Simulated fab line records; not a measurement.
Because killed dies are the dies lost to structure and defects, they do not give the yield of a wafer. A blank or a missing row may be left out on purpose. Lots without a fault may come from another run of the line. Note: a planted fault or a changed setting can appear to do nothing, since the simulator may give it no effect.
fab line records	flow n5-finfet
record lots=24	wafers=72	last-day=20
route steps=1938 shown BEOL_M4@1080 BEOL_M5@1148 BEOL_M6@1197
lots untouched by any fault: they come from a run of this same line in which no faults occurred
start-h: hours from the record's opening day to when the first of the lot's shown wafers began	wait-h: how many hours have passed since the lot's step before this one	" repeats the value in the row above	L1.1+2: a single row standing in for several wafers	- no value present, or no start provided	* or withheld: withheld	< > ~ a bound
route shown NAME@n: a module of which the file shows steps, and the number in the route of the first	usual: mean/standard deviation taken from wafers without a fault	same: alike in all rows	chamber/n: place in a boat	sites: the reading at each site	_std_site: standard deviation across them	_edge_site: inner sites' mean taken away from outer sites' mean	radius-mm: how far each site lies from the wafer's centre	mask NAME#n: copy n	behind: the last tool/chamber to shape the wafer	hold: what put the lot on hold/how long, in hours/how the hold closed	device: the n, p or np transistor that did not switch	end of line: the same wafers' tests at the end of the route	a step with no rows: only its recipe	killed: dies lost to structure and defects at the first sort, not the wafer's yield	map: a wafer's dies, marking killed ones x, the rest . and places with no die _
set.NAME: the setting the step ran with; set.NAME@STEP: the setting that earlier step ran with	model.NAME: the simulator's own value behind a step, which no gauge read
the route's steps for a sample of lots (tables are steps, rows are wafers)
services: from which hour (start-h, from the record's first day; less than 0 if before it) a tool's chamber was out of use, for how many hours, and why
## steps
# step N5_BEOL_M4_PRE_CLEAN_45
# recipe gas=H2/He	time-s=30	temp-c=250
# usual heater-power-w=326/23	susceptor-temp-C=250.00/0.18
lot.wafer	tool	chamber	start-h	wait-h	heater-power-w	susceptor-temp-C
L074.2	pvd-sputter-02	-	188.95	0.0	305	249.83
L074.3	"	-	"	"	346	249.98
L074.5	"	-	"	"	283	250.21
L075.3	pvd-sputter-03	-	213.85	0.0	315	249.97
L075.5	"	-	"	"	320	250.04
L075.6	"	-	"	"	336	249.81
L078.1	pvd-sputter-01	-	218.60	0.0	346	250.00
L078.3	"	-	"	"	342	249.81
L078.6	"	-	"	"	300	250.21
L076.1	pvd-sputter-01	-	218.84	0.0	340	250.13
L076.4	"	-	"	"	308	250.05
L076.5	"	-	"	"	307	250.16
L077.1	pvd-sputter-02	-	223.90	0.0	346	250.16
L077.4	"	-	"	"	288	249.66
L077.5	"	-	"	"	290	250.02
L079.1	pvd-sputter-03	-	232.97	0.0	313	249.82
L079.4	"	-	"	"	335	250.06
L079.6	"	-	"	"	326	249.98
L082.2	pvd-sputter-02	-	246.80	0.0	307	250.07
L082.4	"	-	"	"	348	250.12
L082.5	"	-	"	"	311	249.89
L083.2	pvd-sputter-02	-	247.24	0.0	344	250.06
L083.5	"	-	"	"	348	250.18
L083.6	"	-	"	"	306	249.87
L081.2	pvd-sputter-03	-	251.69	0.0	307	249.91
L081.3	"	-	"	"	314	249.90
L081.4	"	-	"	"	333	250.13
L080.1	pvd-sputter-02	-	257.68	0.0	307	249.88
L080.3	"	-	"	"	286	250.18
L080.6	"	-	"	"	346	250.15
L084.1	pvd-sputter-02	-	266.70	0.0	301	250.09
L084.4	"	-	"	"	319	250.26
L084.6	"	-	"	"	303	250.15
L085.1	pvd-sputter-02	-	272.12	0.0	281	249.81
L085.2	"	-	"	"	342	249.91
L085.4	"	-	"	"	306	250.20
L088.1	pvd-sputter-03	-	273.82	0.0	338	250.19
L088.2	"	-	"	"	361	250.39
L088.6	"	-	"	"	316	249.92
L087.1	pvd-sputter-01	-	284.34	0.0	355	249.92
L087.2	"	-	"	"	341	250.03
L087.4	"	-	"	"	295	250.26
L086.2	pvd-sputter-01	-	296.21	0.0	307	249.81
L086.4	"	-	"	"	347	249.84
L086.6	"	-	"	"	301	249.76
L089.1	pvd-sputter-03	-	296.26	0.0	338	250.01
L089.2	"	-	"	"	308	249.93
L089.6	"	-	"	"	316	249.73
L091.1	pvd-sputter-03	-	296.34	0.0	318	249.90
L091.4	"	-	"	"	332	250.34
L091.5	"	-	"	"	336	250.27
L093.3	pvd-sputter-02	-	313.73	0.0	318	249.63
L093.4	"	-	"	"	309	250.28
L093.6	"	-	"	"	281	249.77
L090.1	pvd-sputter-03	-	314.69	0.0	317	249.76
L090.3	"	-	"	"	351	250.01
L090.5	"	-	"	"	312	249.95
L092.1	pvd-sputter-01	-	318.66	0.0	344	249.90
L092.3	"	-	"	"	369	249.67
L092.5	"	-	"	"	342	250.16
L094.4	pvd-sputter-02	-	326.06	0.0	343	249.94
L094.5	"	-	"	"	312	250.09
L094.6	"	-	"	"	302	249.69
L096.2	pvd-sputter-02	-	335.28	0.0	306	249.83
L096.3	"	-	"	"	317	250.03
L096.4	"	-	"	"	308	250.24
L095.2	pvd-sputter-03	-	342.26	0.0	328	250.15
L095.4	"	-	"	"	314	249.74
L095.5	"	-	"	"	319	250.00
L097.1	pvd-sputter-01	-	345.54	0.0	341	250.00
L097.4	"	-	"	"	304	249.88
L097.6	"	-	"	"	369	249.99
# step N5_BEOL_M5_CD_MEAS_28
# recipe target-cd-nm=30.6	landing-energy-ev=500	detector=se-inlens	target-cd-y-nm=20	polarity=opening
# usual cd-nm=30.49/0.29
lot.wafer	tool	chamber	start-h	wait-h	cd-nm
L074.2	cd-sem-01	0	201.51	-	30.61
L074.3	"	0	"	"	30.25
L074.5	"	0	"	"	30.24
L075.3	cd-sem-01	0	226.14	-	30.81
L075.5	"	0	"	"	30.64
L075.6	"	0	"	"	30.76
L078.1	cd-sem-01	0	226.24	-	30.29
L078.3	"	0	"	"	30.62
L078.6	"	0	"	"	30.70
L076.1	cd-sem-01	0	231.81	-	30.64
L076.4	"	0	"	"	30.63
L076.5	"	0	"	"	30.54
L077.1	cd-sem-01	0	235.24	-	30.05
L077.4	"	0	"	"	30.69
L077.5	"	0	"	"	30.28
L079.1	cd-sem-03	0	245.05	-	30.98
L079.4	"	0	"	"	30.39
L079.6	"	0	"	"	30.59
L082.2	cd-sem-01	0	255.65	-	30.99
L082.4	"	0	"	"	30.06
L082.5	"	0	"	"	29.92
L083.2	cd-sem-03	0	256.44	-	30.65
L083.5	"	0	"	"	30.56
L083.6	"	0	"	"	30.74
L081.2	cd-sem-02	0	262.13	-	30.74
L081.3	"	0	"	"	30.12
L081.4	"	0	"	"	30.22
L080.1	cd-sem-03	0	267.28	-	30.32
L080.3	"	0	"	"	30.76
L080.6	"	0	"	"	30.58
L084.1	cd-sem-02	0	275.67	-	30.60
L084.4	"	0	"	"	30.40
L084.6	"	0	"	"	30.03
L085.1	cd-sem-02	0	282.12	-	30.16
L085.2	"	0	"	"	30.04
L085.4	"	0	"	"	30.79
L088.1	cd-sem-02	0	288.36	-	31.02
L088.2	"	0	"	"	30.68
L088.6	"	0	"	"	30.92
L087.1	cd-sem-02	0	295.04	-	30.49
L087.2	"	0	"	"	30.75
L087.4	"	0	"	"	30.43
L089.1	cd-sem-03	0	305.64	-	29.92
L089.2	"	0	"	"	30.47
L089.6	"	0	"	"	30.13
L086.2	cd-sem-02	0	305.69	-	30.83
L086.4	"	0	"	"	30.87
L086.6	"	0	"	"	31.15
L091.1	cd-sem-03	0	305.74	-	30.35
L091.4	"	0	"	"	30.82
L091.5	"	0	"	"	30.44
L093.3	cd-sem-02	0	323.98	-	30.71
L093.4	"	0	"	"	30.08
L093.6	"	0	"	"	30.32
L090.1	cd-sem-03	0	326.84	-	30.86
L090.3	"	0	"	"	30.72
L090.5	"	0	"	"	30.27
L092.1	cd-sem-03	0	330.50	-	30.95
L092.3	"	0	"	"	30.19
L092.5	"	0	"	"	30.30
L094.4	cd-sem-02	0	337.17	-	31.08
L094.5	"	0	"	"	31.04
L094.6	"	0	"	"	30.59
L096.2	cd-sem-02	0	344.23	-	30.37
L096.3	"	0	"	"	30.44
L096.4	"	0	"	"	30.70
L095.2	cd-sem-03	0	350.78	-	30.56
L095.4	"	0	"	"	30.28
L095.5	"	0	"	"	30.56
L097.1	cd-sem-03	0	354.13	-	30.84
L097.4	"	0	"	"	30.40
L097.6	"	0	"	"	30.93
# step N5_BEOL_M5_ANNEAL_49
# recipe temp-c=400	time-s=1800	ambient=vacuum
# usual heater-power-w=819/58	susceptor-temp-C=400.00/0.21	susceptor_temp_C_max=400.9/0.31
lot.wafer	tool	chamber	start-h	wait-h	heater-power-w	susceptor-temp-C	susceptor_temp_C_max
L074.2	pvd-sputter-01	-	204.14	0.0	857	399.62	400.2
L074.3	"	-	"	"	948	400.14	401.1
L074.5	"	-	"	"	861	399.94	400.7
L075.3	pvd-sputter-03	-	228.23	0.0	893	400.11	400.8
L075.5	"	-	"	"	754	399.78	400.4
L075.6	"	-	"	"	929	399.80	400.7
L078.1	pvd-sputter-01	-	228.71	0.0	923	400.05	400.9
L078.3	"	-	"	"	761	399.82	400.6
L078.6	"	-	"	"	763	400.29	401.1
L076.1	pvd-sputter-02	-	233.96	0.0	815	400.60	402.2
L076.4	"	-	"	"	859	400.31	401.2
L076.5	"	-	"	"	789	400.12	401.4
L077.1	pvd-sputter-03	-	237.15	0.0	914	399.90	401.0
L077.4	"	-	"	"	813	400.15	400.9
L077.5	"	-	"	"	858	400.04	401.1
L079.1	pvd-sputter-02	-	247.49	0.0	744	399.77	400.6
L079.4	"	-	"	"	770	400.05	401.3
L079.6	"	-	"	"	858	399.98	400.6
L082.2	pvd-sputter-03	-	258.07	0.0	778	400.09	400.8
L082.4	"	-	"	"	840	399.92	400.9
L082.5	"	-	"	"	785	400.06	400.6
L083.2	pvd-sputter-01	-	260.81	0.0	852	399.88	400.9
L083.5	"	-	"	"	866	400.16	400.9
L083.6	"	-	"	"	734	399.90	400.7
L081.2	pvd-sputter-03	-	265.68	0.0	791	400.09	400.9
L081.3	"	-	"	"	844	400.05	400.8
L081.4	"	-	"	"	811	399.80	400.7
L080.1	pvd-sputter-01	-	269.54	0.0	920	400.12	401.2
L080.3	"	-	"	"	740	400.20	401.3
L080.6	"	-	"	"	895	399.99	400.8
L084.1	pvd-sputter-02	-	277.56	0.0	709	399.95	400.7
L084.4	"	-	"	"	801	400.08	401.3
L084.6	"	-	"	"	709	399.81	400.7
L085.1	pvd-sputter-02	-	284.17	0.0	768	400.32	401.2
L085.2	"	-	"	"	810	399.76	401.0
L085.4	"	-	"	"	864	399.47	400.1
L088.1	pvd-sputter-02	-	291.99	0.0	789	400.16	401.7
L088.2	"	-	"	"	839	400.19	401.0
L088.6	"	-	"	"	779	400.19	401.3
L087.1	pvd-sputter-01	-	298.89	0.0	868	400.10	400.8
L087.2	"	-	"	"	947	400.03	401.0
L087.4	"	-	"	"	747	400.35	401.2
L089.1	pvd-sputter-02	-	307.82	0.0	754	400.08	401.0
L089.2	"	-	"	"	849	399.73	400.6
L089.6	"	-	"	"	725	400.31	401.1
L086.2	pvd-sputter-03	-	308.30	0.0	821	399.92	400.8
L086.4	"	-	"	"	773	400.06	400.7
L086.6	"	-	"	"	877	400.24	401.1
L091.1	pvd-sputter-01	-	309.52	0.0	844	400.11	401.0
L091.4	"	-	"	"	839	399.74	400.3
L091.5	"	-	"	"	886	400.10	400.9
L093.3	pvd-sputter-01	-	326.42	0.0	749	400.01	401.4
L093.4	"	-	"	"	903	399.79	400.7
L093.6	"	-	"	"	856	400.39	401.1
L090.1	pvd-sputter-03	-	330.01	0.0	880	400.04	400.7
L090.3	"	-	"	"	865	399.69	400.6
L090.5	"	-	"	"	908	400.19	401.1
L092.1	pvd-sputter-01	-	332.83	0.0	853	400.23	401.1
L092.3	"	-	"	"	921	400.01	401.0
L092.5	"	-	"	"	838	400.17	400.9
L094.4	pvd-sputter-02	-	339.78	0.6	791	399.95	401.2
L094.5	"	-	"	"	849	400.21	401.1
L094.6	"	-	"	"	738	400.15	401.1
L096.2	pvd-sputter-03	-	346.60	0.0	884	399.75	400.6
L096.3	"	-	"	"	835	399.59	400.6
L096.4	"	-	"	"	811	400.05	400.9
L095.2	pvd-sputter-01	-	354.62	0.0	907	400.17	401.0
L095.4	"	-	"	"	755	399.88	400.9
L095.5	"	-	"	"	864	399.70	400.2
L097.1	pvd-sputter-02	-	357.98	0.0	864	399.66	400.5
L097.4	"	-	"	"	792	400.03	401.3
L097.6	"	-	"	"	864	399.86	400.4
# step N5_BEOL_M5_ANNEAL_89
# recipe temp-c=400	time-s=1800	ambient=vacuum
# usual heater-power-w=818/57	susceptor-temp-C=399.96/0.22	susceptor_temp_C_max=400.8/0.3
lot.wafer	tool	chamber	start-h	wait-h	heater-power-w	susceptor-temp-C	susceptor_temp_C_max
L074.2	pvd-sputter-01	-	207.40	0.0	829	399.95	400.7
L074.3	"	-	"	"	901	399.66	400.7
L074.5	"	-	"	"	859	399.85	400.5
L075.3	pvd-sputter-03	-	231.49	0.0	904	400.00	400.9
L075.5	"	-	"	"	785	400.09	400.8
L075.6	"	-	"	"	883	400.28	401.1
L078.1	pvd-sputter-01	-	231.97	0.0	909	400.29	401.6
L078.3	"	-	"	"	750	399.92	400.7
L078.6	"	-	"	"	764	399.73	400.6
L076.1	pvd-sputter-02	-	237.22	0.0	780	399.96	401.1
L076.4	"	-	"	"	870	399.88	400.6
L076.5	"	-	"	"	787	400.15	401.4
L077.1	pvd-sputter-03	-	240.41	0.0	870	399.77	400.6
L077.4	"	-	"	"	802	400.02	400.7
L077.5	"	-	"	"	818	399.93	400.8
L079.1	pvd-sputter-02	-	250.75	0.0	752	399.76	400.8
L079.4	"	-	"	"	779	400.19	401.6
L079.6	"	-	"	"	838	400.08	400.9
L082.2	pvd-sputter-03	-	261.33	0.0	771	399.77	400.4
L082.4	"	-	"	"	835	400.10	401.2
L082.5	"	-	"	"	808	399.92	400.7
L083.2	pvd-sputter-01	-	264.07	0.0	855	400.15	400.9
L083.5	"	-	"	"	831	400.04	401.0
L083.6	"	-	"	"	758	399.71	400.5
L081.2	pvd-sputter-03	-	268.94	0.0	783	400.22	400.9
L081.3	"	-	"	"	839	399.51	400.7
L081.4	"	-	"	"	804	400.03	401.0
L080.1	pvd-sputter-01	-	272.80	0.0	915	399.76	400.8
L080.3	"	-	"	"	755	400.29	401.3
L080.6	"	-	"	"	920	400.28	401.3
L084.1	pvd-sputter-02	-	280.82	0.0	715	399.77	400.6
L084.4	"	-	"	"	801	399.72	401.1
L084.6	"	-	"	"	725	400.17	400.9
L085.1	pvd-sputter-02	-	287.43	0.0	767	399.96	400.9
L085.2	"	-	"	"	786	399.92	400.9
L085.4	"	-	"	"	857	399.84	400.8
L088.1	pvd-sputter-02	-	295.25	0.0	797	400.02	401.6
L088.2	"	-	"	"	871	400.09	400.9
L088.6	"	-	"	"	802	400.05	401.5
L087.1	pvd-sputter-01	-	302.15	0.0	838	399.99	400.8
L087.2	"	-	"	"	915	399.97	401.4
L087.4	"	-	"	"	754	400.51	401.4
L089.1	pvd-sputter-02	-	311.08	0.0	759	400.01	400.9
L089.2	"	-	"	"	885	400.18	400.9
L089.6	"	-	"	"	724	400.24	401.0
L086.2	pvd-sputter-03	-	311.56	0.0	812	399.78	400.7
L086.4	"	-	"	"	774	399.59	400.4
L086.6	"	-	"	"	907	399.83	400.6
L091.1	pvd-sputter-01	-	312.78	0.0	844	399.87	400.6
L091.4	"	-	"	"	869	399.76	400.5
L091.5	"	-	"	"	870	399.58	400.4
L093.3	pvd-sputter-01	-	329.68	0.0	750	400.06	401.0
L093.4	"	-	"	"	918	399.98	401.0
L093.6	"	-	"	"	835	400.10	400.7
L090.1	pvd-sputter-03	-	333.27	0.0	911	399.83	400.8
L090.3	"	-	"	"	842	399.99	401.1
L090.5	"	-	"	"	910	399.76	400.7
L092.1	pvd-sputter-01	-	336.09	0.0	826	399.91	400.7
L092.3	"	-	"	"	909	399.59	400.7
L092.5	"	-	"	"	868	400.12	400.6
L094.4	pvd-sputter-02	-	343.45	0.6	782	400.27	401.5
L094.5	"	-	"	"	859	399.94	400.8
L094.6	"	-	"	"	769	399.51	400.5
L096.2	pvd-sputter-03	-	349.86	0.0	901	400.11	401.1
L096.3	"	-	"	"	851	399.90	400.8
L096.4	"	-	"	"	824	399.62	400.4
L095.2	pvd-sputter-01	-	357.88	0.0	950	400.20	401.1
L095.4	"	-	"	"	748	400.00	400.8
L095.5	"	-	"	"	853	399.86	400.7
L097.1	pvd-sputter-02	-	361.24	0.0	854	399.81	400.6
L097.4	"	-	"	"	799	399.84	401.1
L097.6	"	-	"	"	877	400.02	400.7
# step N5_BEOL_M6_PECVD_70
# recipe material=SiO2	target-thk-a=200	temp-c=400	precursor=TEOS/O2	pressure-torr=5.5	rf-w=450	teos-flow-sccm=53.8	gas=O2	flow-sccm=3000	time-s=22.7
# usual heater-power-w=760/150	rf-fwd-power-W=445.0/2.1	showerhead-plenum-p-Torr=8.79/0.07	susceptor-temp-C=400.00/0.2	throttle-valve-pct=23.1/1.9
lot.wafer	tool	chamber	start-h	wait-h	heater-power-w	rf-fwd-power-W	showerhead-plenum-p-Torr	susceptor-temp-C	throttle-valve-pct
L074.2	pecvd-04	1	210.14	0.0	636	445.5	8.80	400.05	27.6
L074.3	"	0	"	"	757	444.9	8.91	400.14	23.0
L074.5	"	2	"	"	790	447.7	8.68	399.70	21.8
L075.3	pecvd-01	2	234.29	0.0	794	447.2	8.79	399.92	21.2
L075.5	"	2	"	"	835	448.3	8.77	400.21	21.5
L075.6	"	0	"	"	730	446.6	8.73	400.28	23.6
L078.1	pecvd-01	1	234.92	0.0	589	447.0	8.78	399.87	22.5
L078.3	"	2	"	"	796	445.9	8.79	400.15	21.2
L078.6	"	1	"	"	583	447.9	8.78	399.88	22.7
L076.1	pecvd-04	1	240.05	0.0	687	443.0	8.79	399.94	27.5
L076.4	"	0	"	"	755	446.7	8.91	399.84	23.0
L076.5	"	1	"	"	687	445.0	8.80	400.13	27.5
L077.1	pecvd-01	1	243.18	0.0	564	444.3	8.77	400.03	22.8
L077.4	"	1	"	"	558	444.3	8.78	400.43	22.7
L077.5	"	2	"	"	728	445.6	8.79	400.28	21.1
L079.1	pecvd-01	0	253.73	0.0	678	447.5	8.76	399.48	23.6
L079.4	"	2	"	"	816	445.3	8.79	399.95	21.4
L079.6	"	0	"	"	668	448.2	8.78	399.85	23.5
L082.2	pecvd-01	0	264.40	0.0	632	447.3	8.75	400.04	23.6
L082.4	"	0	"	"	658	448.3	8.75	399.61	23.6
L082.5	"	1	"	"	577	444.3	8.78	400.32	22.5
L083.2	pecvd-01	0	266.81	0.0	645	448.4	8.75	399.67	23.8
L083.5	"	0	"	"	643	448.0	8.74	400.02	23.6
L083.6	"	2	"	"	776	444.7	8.78	400.00	21.4
L081.2	pecvd-03	2	271.68	0.0	1085	443.9	8.71	399.84	22.0
L081.3	"	0	"	"	936	445.8	8.85	400.10	26.0
L081.4	"	1	"	"	767	443.5	8.85	399.89	21.5
L080.1	pecvd-01	1	275.54	0.0	523	445.1	8.77	399.97	22.6
L080.3	"	2	"	"	722	447.5	8.80	399.99	21.0
L080.6	"	1	"	"	518	445.2	8.76	399.88	22.6
L084.1	pecvd-03	1	283.77	0.0	671	443.2	8.86	400.07	21.7
L084.4	"	1	"	"	674	442.8	8.86	400.08	21.3
L084.6	"	2	"	"	1049	444.1	8.71	399.91	22.3
L085.1	pecvd-03	2	290.30	0.0	1081	443.0	8.69	399.88	22.3
L085.2	"	1	"	"	742	441.3	8.84	400.10	21.5
L085.4	"	2	"	"	1077	443.2	8.73	399.88	22.2
L088.1	pecvd-04	1	298.22	0.0	632	441.0	8.77	399.69	27.8
L088.2	"	2	"	"	738	446.9	8.66	399.95	22.1
L088.6	"	2	"	"	737	447.3	8.66	400.05	22.2
L087.1	pecvd-04	0	305.10	0.0	655	445.0	8.88	399.97	23.0
L087.2	"	1	"	"	697	446.4	8.80	400.33	27.5
L087.4	"	1	"	"	700	445.8	8.80	400.19	27.4
L089.1	pecvd-04	1	313.84	0.0	638	442.2	8.78	399.92	27.5
L089.2	"	2	"	"	796	449.1	8.64	399.98	22.0
L089.6	"	2	"	"	808	449.8	8.65	399.89	21.9
L086.2	pecvd-03	2	314.98	0.0	1090	440.2	8.72	400.28	22.2
L086.4	"	2	"	"	1061	442.7	8.72	400.07	22.3
L086.6	"	2	"	"	1057	441.8	8.68	399.92	22.1
L091.1	pecvd-03	2	315.66	0.0	1051	440.8	8.69	399.85	22.2
L091.4	"	2	"	"	1086	441.2	8.71	400.02	22.6
L091.5	"	1	"	"	706	443.4	8.84	400.44	21.4
L093.3	pecvd-03	1	332.44	0.1	762	444.5	8.84	400.01	21.2
L093.4	"	2	"	"	1003	444.4	8.72	400.34	22.1
L093.6	"	2	"	"	998	443.3	8.72	400.01	22.3
L090.1	pecvd-03	0	336.01	0.0	858	446.0	8.87	400.15	26.1
L090.3	"	0	"	"	874	444.6	8.88	400.20	26.3
L090.5	"	0	"	"	870	445.9	8.85	399.76	26.2
L092.1	pecvd-04	0	338.96	0.0	767	443.4	8.92	399.96	23.0
L092.3	"	1	"	"	695	444.4	8.78	399.71	27.5
L092.5	"	2	"	"	828	448.2	8.68	399.96	22.1
L094.4	pecvd-04	2	346.45	0.1	722	448.5	8.66	399.59	22.1
L094.5	"	1	"	"	753	442.8	8.81	399.98	27.1
L094.6	"	0	"	"	749	446.0	8.93	399.97	22.9
L096.2	pecvd-01	0	352.79	0.0	668	447.8	8.77	400.38	23.4
L096.3	"	2	"	"	759	444.7	8.80	399.89	21.7
L096.4	"	0	"	"	693	446.2	8.78	399.97	23.6
L095.2	pecvd-03	2	360.66	0.0	999	440.3	8.72	399.88	22.2
L095.4	"	1	"	"	687	445.8	8.87	400.11	21.5
L095.5	"	0	"	"	906	446.0	8.86	400.07	26.1
L097.1	pecvd-01	2	363.98	0.0	827	446.0	8.81	400.15	21.5
L097.4	"	1	"	"	501	443.5	8.76	400.44	22.9
L097.6	"	2	"	"	830	445.7	8.78	399.95	21.5
# step N5_BEOL_M6_CD_MEAS_11
# recipe target-cd-nm=38.5	landing-energy-ev=500	detector=se-inlens	polarity=opening
# usual cd-nm=38.9/0.77
lot.wafer	tool	chamber	start-h	wait-h	cd-nm
L074.2	cd-sem-02	0	210.82	-	39.1
L074.3	"	0	"	"	38.4
L074.5	"	0	"	"	37.4
L075.3	cd-sem-03	0	236.40	-	39.6
L075.5	"	0	"	"	39.5
L075.6	"	0	"	"	39.6
L078.1	cd-sem-02	0	236.62	-	39.5
L078.3	"	0	"	"	40.7
L078.6	"	0	"	"	38.6
L076.1	cd-sem-03	0	242.04	-	40.2
L076.4	"	0	"	"	38.8
L076.5	"	0	"	"	39.3
L077.1	cd-sem-02	0	245.72	-	36.9
L077.4	"	0	"	"	37.3
L077.5	"	0	"	"	37.5
L079.1	cd-sem-03	0	254.99	-	38.6
L079.4	"	0	"	"	39.0
L079.6	"	0	"	"	40.1
L082.2	cd-sem-03	0	266.86	-	37.9
L082.4	"	0	"	"	36.7
L082.5	"	0	"	"	39.0
L083.2	cd-sem-03	0	268.39	-	39.5
L083.5	"	0	"	"	39.1
L083.6	"	0	"	"	39.1
L081.2	cd-sem-01	0	274.10	-	38.9
L081.3	"	0	"	"	39.0
L081.4	"	0	"	"	39.8
L080.1	cd-sem-02	0	276.95	-	37.8
L080.3	"	0	"	"	38.8
L080.6	"	0	"	"	39.2
L084.1	cd-sem-03	0	284.49	-	39.9
L084.4	"	0	"	"	38.6
L084.6	"	0	"	"	39.3
L085.1	cd-sem-03	0	292.11	-	39.0
L085.2	"	0	"	"	37.5
L085.4	"	0	"	"	38.5
L088.1	cd-sem-03	0	299.96	-	38.8
L088.2	"	0	"	"	39.5
L088.6	"	0	"	"	40.0
L087.1	cd-sem-03	0	306.75	-	38.6
L087.2	"	0	"	"	37.7
L087.4	"	0	"	"	37.9
L089.1	cd-sem-03	0	315.04	-	37.9
L089.2	"	0	"	"	38.2
L089.6	"	0	"	"	38.1
L086.2	cd-sem-03	0	317.22	-	38.6
L086.4	"	0	"	"	39.4
L086.6	"	0	"	"	38.8
L091.1	cd-sem-03	0	317.51	-	38.8
L091.4	"	0	"	"	38.3
L091.5	"	0	"	"	38.5
L093.3	cd-sem-03	0	333.52	-	38.9
L093.4	"	0	"	"	38.0
L093.6	"	0	"	"	39.1
L090.1	cd-sem-03	0	338.21	-	39.6
L090.3	"	0	"	"	38.4
L090.5	"	0	"	"	39.0
L092.1	cd-sem-03	0	339.40	-	39.2
L092.3	"	0	"	"	38.5
L092.5	"	0	"	"	39.4
L094.4	cd-sem-02	0	348.72	-	39.0
L094.5	"	0	"	"	39.2
L094.6	"	0	"	"	39.9
L096.2	cd-sem-03	0	355.45	-	39.0
L096.3	"	0	"	"	38.4
L096.4	"	0	"	"	39.1
L095.2	cd-sem-03	0	363.27	-	39.3
L095.4	"	0	"	"	37.8
L095.5	"	0	"	"	39.3
L097.1	cd-sem-03	0	365.39	-	37.2
L097.4	"	0	"	"	38.1
L097.6	"	0	"	"	36.9
## services
tool	chamber	start-h	hours	kind
pecvd-04	0	180.19	2.1	scheduled-down
pecvd-01	-	194.92	1.3	repair
pvd-sputter-01	-	219.23	4.0	repair
pecvd-03	1	226.92	4.8	repair
pecvd-04	2	238.72	5.5	scheduled-down
pecvd-04	1	247.44	2.1	scheduled-down
pecvd-03	-	255.03	14.6	pm
pecvd-03	0	280.98	5.5	scheduled-down
pecvd-01	-	295.80	14.6	pm
pecvd-03	0	307.10	28.4	repair
## key
fault none
